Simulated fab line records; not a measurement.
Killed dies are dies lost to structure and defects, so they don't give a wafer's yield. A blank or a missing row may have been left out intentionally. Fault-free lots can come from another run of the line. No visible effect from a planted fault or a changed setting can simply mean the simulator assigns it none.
A lot that was struck, set against a sound lot	flow nand_harc	14 steps out of a route of 1159
Sound: these wafers, L729.1, L729.5, L729.6. The struck wafers were L742.1, L742.3, L742.6. The cause comes at the end.
Each step with rows lists, per side, the tool, then ch with its chambers, then its first start. Under that, the readings that differ: sound wafers	struck wafers	difference of the means	sigmas: that difference in standard deviations of wafers without a fault.
alike: a reading whose means differ by less than 2 such deviations, as well as words and numbers matching on both sides. not compared: withheld readings; readings where some wafer has no value; bounds like >300 that might hide an equal value; numbers whose values overlap and for which the record gives no deviation.
The two part at a step that has a row with sigmas, a row that says differs or no value, or rows on one side only. Numbers that have no deviation but don't overlap get no sigmas and don't part them. Lack of a reading on every wafer of one side parts them only where that side has two or more wafers.

first, 3 steps without rows for these wafers: NHARC_A_STAIRCASE_STRIP_447 (strips in SPM, time 900 s); NHARC_A_STAIRCASE_PRECLEAN_448 (cleans in SC1); NHARC_A_STAIRCASE_SRD_449.
NHARC_A_STAIRCASE_CMP_450: polishes SiO2, target thk 200 nm.
  sound on cmp-02 ch 0,3, day 14 05:25; struck on cmp-03 ch 0,2, day 17 08:44
  alike: motor_current_A
NHARC_A_STAIRCASE_CMP_152: polishes.
  sound on cmp-02 ch 0,3, day 14 05:29; struck on cmp-03 ch 0,2, day 17 08:49
  alike: motor_current_A
then, 2 steps without rows for these wafers: NHARC_A_STAIRCASE_SRD_154; NHARC_A_STAIRCASE_ETCH_403 (etches SiO2 in dHF, target depth 108.2 nm).
NHARC_A_STAIRCASE_ETCHBACK_422: etches the open film in CH3F/O2, target depth 40 nm, time 74.286 s.
  sound on rie_diel-13 ch 0,1,3, day 14 05:58; struck on rie_diel-13 ch 0,3, day 17 09:17
  alike: drypump_motor_current_A, oes_product_au, rf_vpp_V, showerhead_plenum_p_Torr, throttle_valve_pct
  not compared: rf_hours_counter_h
then, 1 step without rows for these wafers: NHARC_A_STAIRCASE_ETCH_423 (etches SiO2 in dHF, target depth 30 nm).
NHARC_A_STAIRCASE_ETCHBACK_157: etches the open film in CH3F/O2, target depth 90 nm, time 167.14 s.
  sound on rie_diel-12 ch 0,1,2, day 14 06:20; struck on rie_diel-12 ch 0,1,2, day 17 09:41
reading	sound	struck	difference	sigmas
oes_product_au (a.u.)	0.94 0.91 0.94	1.00 1.01 1.02	+0.08	+2
  alike: drypump_motor_current_A, rf_vpp_V, showerhead_plenum_p_Torr, throttle_valve_pct
  not compared: rf_hours_counter_h
NHARC_A_STAIRCASE_STRIP_475: strips in O2, time 20 s.
  sound: rie_diel-12 ch 0,1; struck: rie_diel-12 ch 1,2,3
  alike: drypump_motor_current_A, oes_product_au, rf_vpp_V, showerhead_plenum_p_Torr, throttle_valve_pct
  not compared: rf_hours_counter_h
NHARC_A_STAIRCASE_DEP_471: deposits SiO2, target thk 100 nm.
  sound on pecvd-01 ch 0,2, day 14 06:37; struck on pecvd-01 ch 0,1,2, day 17 09:56
reading	sound	struck	difference	sigmas
mfc_precursor_sccm (sccm)	161.2 161.4 160.8	182.0 183.0 183.9	+21.8	+50
  alike: heater_power_w, throttle_valve_pct
then, 2 steps without rows for these wafers: NHARC_A_STAIRCASE_CMP_472 (polishes SiO2); NHARC_END_SORT_01.

## WHERE THEY PART
First at NHARC_A_STAIRCASE_ETCHBACK_157; last, within this record, at NHARC_A_STAIRCASE_DEP_471.

WHY: what had been put in by the simulator
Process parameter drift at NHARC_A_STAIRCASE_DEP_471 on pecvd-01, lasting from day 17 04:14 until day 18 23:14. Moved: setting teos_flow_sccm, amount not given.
